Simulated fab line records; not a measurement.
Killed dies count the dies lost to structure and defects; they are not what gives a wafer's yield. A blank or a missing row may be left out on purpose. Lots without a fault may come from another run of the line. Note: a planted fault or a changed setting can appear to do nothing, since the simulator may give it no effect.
A lot that was struck, set against a sound lot || flow n5_finfet || 15 out of 1938 route steps
Sound: wafers L635.1, L635.2, L635.5. Wafers L634.3, L634.4, L634.6 were the ones struck. At the end, the cause is stated.
At each step with rows: each side's tool, then ch and its chambers, then its first start. Under that, the readings that differ: sound wafers || struck wafers || difference of the means || sigmas: that difference in standard deviations of wafers without a fault.
alike: a reading whose means differ by less than 2 such deviations, as well as words and numbers matching on both sides. not compared: withheld readings; readings where some wafer has no value; bounds like >300 that might hide an equal value; numbers whose values overlap and for which the record gives no deviation.
The two part at a step that has a row with sigmas, a row that says differs or no value, or rows on one side only. Non-overlapping numbers with no deviation appear without sigmas and do not part them. A reading that every wafer of one side lacks parts them only if that side has two wafers or more.

first, 7 steps without rows for these wafers: N5_WELL_APT_COAT_02 (resist thk 950 nm); N5_WELL_APT_EBR_04; N5_WELL_APT_SOFTBAKE_03 (time 60 s); N5_WELL_APT_EXPOSE_05 (exposes mask NWELL, defocus 0 nm, target cd 200 nm); N5_WELL_APT_PEB_06 (peb time 90 s); N5_WELL_APT_DEVELOP_07 (develop time 45 s); N5_WELL_APT_HARDBAKE_12 (time 120 s).
N5_WELL_APT_CD_MEAS_08: the cd target is 200 nm.
  sound on cd_sem-03 ch 0, day 3 20:15; struck on cd_sem-03 ch 0, day 3 13:49
  alike: cd_nm
N5_WELL_APT_OVL_MEAS_09:
  sound on overlay-01 ch 0, day 3 20:17; struck on overlay-01 ch 0, day 3 13:52
  alike: NWELL_OVL
N5_WELL_APT_INSPECT_10: inspects for defects (macro).
  sound: defect_inspect-01 at day 3 20:18; struck: defect_inspect-02 at day 3 13:53
  alike: raw_defect_count
N5_WELL_APT_DESCUM_13: chemistry O2, time 7.9 s.
  sound on rie_diel-04 ch 2,3, day 3 20:20; struck on rie_diel-02 ch 1,2, day 3 14:06
  alike: drypump_motor_current_A, oes_product_au, rf_vpp_V, showerhead_plenum_p_Torr, throttle_valve_pct
  not compared: rf_hours_counter_h
next, for these wafers, 1 step has no rows: N5_WELL_APT_IMPLANT_14.
N5_WELL_APT_IMPLANT_15:
  sound on implanter-01 ch 0, day 3 20:37; struck on implanter-02 ch 0, day 3 14:26
{"reading": "dose_ions_cm2", "sound": "1.4987e+13 1.5021e+13 1.5e+13", "struck": "1.3314e+13 1.3271e+13 1.3281e+13", "difference": -1.7140e+12, "sigmas": "-99 or more"}
{"reading": "faraday_current_uA", "sound": "188 194 188", "struck": "165 163 173", "difference": -23, "sigmas": -6}
  alike: beam_on_s, tilt_deg
then, 1 step without rows for these wafers: N5_WELL_APT_STRIP_16 (strips in SPM, time 900 s).
N5_PASSIVATION_PROBE_49:
  the record has rows for the sound wafers here (prober-01, day 14 19:29) and none for the struck ones

== WHERE THEY PART ==
Earliest at N5_WELL_APT_IMPLANT_15; latest, in this record, at N5_PASSIVATION_PROBE_49.

WHY: what the simulator had put in
Drift in process parameters on implanter-02 at N5_WELL_APT_IMPLANT_15, starting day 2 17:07. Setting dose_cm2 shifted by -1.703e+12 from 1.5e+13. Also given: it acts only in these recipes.
